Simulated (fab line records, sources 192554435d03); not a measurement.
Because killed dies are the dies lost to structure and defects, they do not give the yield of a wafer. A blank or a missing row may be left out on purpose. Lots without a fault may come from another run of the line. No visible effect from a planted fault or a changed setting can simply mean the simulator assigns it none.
Chamber matching / flow n5-finfet / ald-sin-01 running N5_BEOL_M0_SAQP_SPACER1_ALD_98: 4 sister chambers
The step deposits SiO2, target thk 12.8 nm, pulse time 1 s, purge time 2 s. 4 wafers are shown with their chamber, then 11 later ones without.

== WAFERS PAIRED WITH THEIR CHAMBERS ==
wafer=L078.4; chamber=3; heater-power-w (W)=502
wafer=L083.1; chamber=0; heater-power-w (W)=461
wafer=L083.4; chamber=1; heater-power-w (W)=429
wafer=L085.3; chamber=2; heater-power-w (W)=603

== WAFERS WHOSE CHAMBER IS MISSING ==
wafer=L085.4; heater-power-w (W)=477
wafer=L085.5; heater-power-w (W)=538
wafer=L089.3; heater-power-w (W)=514
wafer=L089.4; heater-power-w (W)=587
wafer=L089.6; heater-power-w (W)=611
wafer=L088.1; heater-power-w (W)=450
wafer=L088.4; heater-power-w (W)=419
wafer=L088.6; heater-power-w (W)=598
wafer=L097.1; heater-power-w (W)=415
wafer=L097.2; heater-power-w (W)=613
wafer=L097.5; heater-power-w (W)=614

== EACH ONE'S CHAMBER ==
wafer=L085.4; from the rows above=can't be placed: 0 or 3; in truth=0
wafer=L085.5; from the rows above=can't be placed: 3 or 2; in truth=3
wafer=L089.3; from the rows above=3; in truth=3
wafer=L089.4; from the rows above=2; in truth=2
wafer=L089.6; from the rows above=2; in truth=2
wafer=L088.1; from the rows above=can't be placed: 0 or 1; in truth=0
wafer=L088.4; from the rows above=1; in truth=1
wafer=L088.6; from the rows above=2; in truth=2
wafer=L097.1; from the rows above=1; in truth=1
wafer=L097.2; from the rows above=2; in truth=2
wafer=L097.5; from the rows above=2; in truth=2
8 of 11 placed correctly. These rows do not allow placing 3 (true chamber among the candidates in 3). 0 placed wrongly.
How it was worked out, from the rows above alone: a wafer's distance from a chamber is the root of the sum, over the readings, of the square of ((its reading less the chamber's mean) divided by the reading's scatter). If the next closest chamber is less than 2 further off than the closest, the wafer can't be placed; otherwise it belongs to the closest. A chamber's mean is the mean of its shown wafers. The scatter: with one shown wafer a chamber, the root of the mean of the squares of how far each hidden wafer lies from its nearest shown one.
